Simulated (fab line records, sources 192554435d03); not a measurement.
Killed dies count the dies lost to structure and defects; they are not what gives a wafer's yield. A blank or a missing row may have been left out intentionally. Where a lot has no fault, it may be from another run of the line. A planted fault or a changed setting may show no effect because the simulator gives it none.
Lot-split experiment | flow n5-finfet | 21 wafers read across 7 lots, on a route 1938 steps long

THE SPLIT ITSELF
At N5_PASSIVATION_PASS_ETCH_47 (etches SiNx in CF4/O2, target depth 770 nm, time 385 s), the setting time-s was moved away from the recipe's 385 s on 8 of the 21 wafers read, by -20.1% to +15.0%. All remaining wafers had this setting at the recipe value.

The split's own step is where the reading is taken.

THE READING
etch.depth-nm (the simulator's own value, which no gauge read), in nm, at N5_PASSIVATION_PASS_ETCH_47 (etches SiNx in CF4/O2, target depth 770 nm, time 385 s). There is no usual value for it anywhere in the file. Across the 13 wafers here that went through the recipe, the average is 772.5 nm and the standard deviation 10 nm.

wafer  | tool, chamber at the split | time-s as run, s | against the recipe | etch.depth-nm, nm | against lot-mates on the recipe
L083.1 | rie-diel-05, 0             | 385              | recipe             | 774.8             | -
L083.2 | rie-diel-05, 2             | 385              | recipe             | 798.1             | -
L083.6 | rie-diel-05, 3             | 437.4            | +13.6%             | 883.1             | +96.6
L084.1 | rie-diel-01, 3             | 385              | recipe             | 766.9             | -
L084.5 | rie-diel-01, 3             | 385              | recipe             | 761.1             | -
L084.6 | rie-diel-01, 2             | 425.4            | +10.5%             | 860               | +96.0
L085.1 | rie-diel-06, 3             | 385              | recipe             | 770.2             | -
L085.2 | rie-diel-06, 0             | 307.5            | -20.1%             | 618.4             | -151.8
L085.4 | rie-diel-06, 2             | 307.5            | -20.1%             | 620.6             | -149.6
L089.3 | rie-diel-05, 0             | 385              | recipe             | 759.9             | -
L089.4 | rie-diel-05, 3             | 385              | recipe             | 769.4             | -
L089.6 | rie-diel-05, 2             | 385              | recipe             | 783.8             | -
L090.2 | rie-diel-01, 1             | 352.8            | -8.4%              | 708.1             | -62.4
L090.4 | rie-diel-01, 3             | 385              | recipe             | 764.5             | -
L090.5 | rie-diel-01, 2             | 385              | recipe             | 776.5             | -
L092.1 | rie-diel-06, 2             | 385              | recipe             | 773.9             | -
L092.3 | rie-diel-06, 1             | 385              | recipe             | 762.6             | -
L092.5 | rie-diel-06, 3             | 325.9            | -15.4%             | 646.3             | -122.0
L095.2 | rie-diel-05, 1             | 385              | recipe             | 781.2             | -
L095.5 | rie-diel-05, 0             | 442.8            | +15.0%             | 873               | +91.8
L095.6 | rie-diel-05, 1             | 442.8            | +15.0%             | 887.3             | +106.1

FIT RESULTS
A straight line over all 21 wafers: etch.depth-nm changes by +7.67 nm for each +1% of time-s; r = +0.99; the points scatter about the line by 9.6 nm.
The same after taking each lot's own level away (the mean of its wafers on the recipe; 21 wafers): +7.38 nm for each +1%; r = +0.99; scatter 8.9 nm.
The reading moves by 1.5e+02 nm for the largest change in time-s, on that fit.
From 764.00 to 786.45 nm: that is the span of the lots' own levels, equal to 2.2 times the standard deviation above.
The two slopes agree, so the slope changes little with the lot-to-lot level.
Check: -149 nm against its lot-mates is what the line predicts for one of the wafers moved furthest among these (-20.1%) when that wafer is left out of the fit. Against them it came out at -152 nm.

THE WHOLE CHAIN: every reading that the file lists as answering this split, in the file's order
step                        | what it does                                           | reading                                                        | change (the file's fit)                                                       | r (the file's)
N5_PASSIVATION_PASS_ETCH_47 | etches SiNx in CF4/O2, target depth 770 nm, time 385 s | etch.depth-nm (the simulator's own value, which no gauge read) | +7.5 nm for each +1% of the setting                                           | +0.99
N5_PASSIVATION_PROBE_49     |                                                        | killed-at-other                                                | not straight: 1058 at the lowest setting, 3.8 at the recipe, 5 at the highest | not given
N5_PASSIVATION_PROBE_49     |                                                        | sort_bin_4_leakage                                             | not straight: 0 at the lowest setting, 0.78 at the recipe, 0 at the highest   | not given

THE FILE'S OWN FIT
etch.depth-nm changes by +7.5 nm for each +1% of time-s, r = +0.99.
